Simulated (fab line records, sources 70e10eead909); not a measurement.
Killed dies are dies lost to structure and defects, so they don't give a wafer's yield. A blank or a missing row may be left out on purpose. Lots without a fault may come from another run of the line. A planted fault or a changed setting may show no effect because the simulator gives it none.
Chamber matching | flow nand_harc | NHARC_A_STAIRCASE_DEP_471 on pecvd-03: 3 sister chambers
The step deposits SiO2, target thk 100 nm. 3 wafers are shown with their chamber, then 8 later ones without.

WAFERS WITH THEIR CHAMBER
wafer  | chamber | throttle_valve_pct (%)
L084.3 | 2       | 16.1
L084.6 | 1       | 15.5
L090.1 | 0       | 15.6

WAFERS WITHOUT THEIR CHAMBER
wafer  | throttle_valve_pct (%)
L090.2 | 15.5
L090.5 | 15.7
L091.2 | 15.6
L091.4 | 15.4
L091.5 | 15.6
L095.1 | 15.8
L095.3 | 15.6
L095.4 | 15.6

WHICH CHAMBER EACH WENT THROUGH
wafer  | from the rows above          | in truth
L090.2 | can't be placed: 1 or 0      | 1
L090.5 | can't be placed: 0 or 1      | 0
L091.2 | can't be placed: 0 or 1      | 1
L091.4 | can't be placed: 1 or 0      | 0
L091.5 | can't be placed: 0 or 1      | 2
L095.1 | can't be placed: 0 or 1 or 2 | 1
L095.3 | can't be placed: 0 or 1      | 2
L095.4 | can't be placed: 0 or 1      | 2
Placed correctly: 0 of 8. Can't be placed from these rows: 8 (the true chamber is among the candidates in 5). Placed wrongly: 0.
How it was worked out, from the rows above alone: a wafer's distance from a chamber is the root of the sum, over the readings, of the square of ((its reading less the chamber's mean) divided by the reading's scatter). The wafer belongs to the nearest chamber; if the next one is less than 2 further off, it can't be placed. A chamber's mean is the mean of its shown wafers. The scatter: with one shown wafer a chamber, the root of the mean of the squares of how far each hidden wafer lies from its nearest shown one.
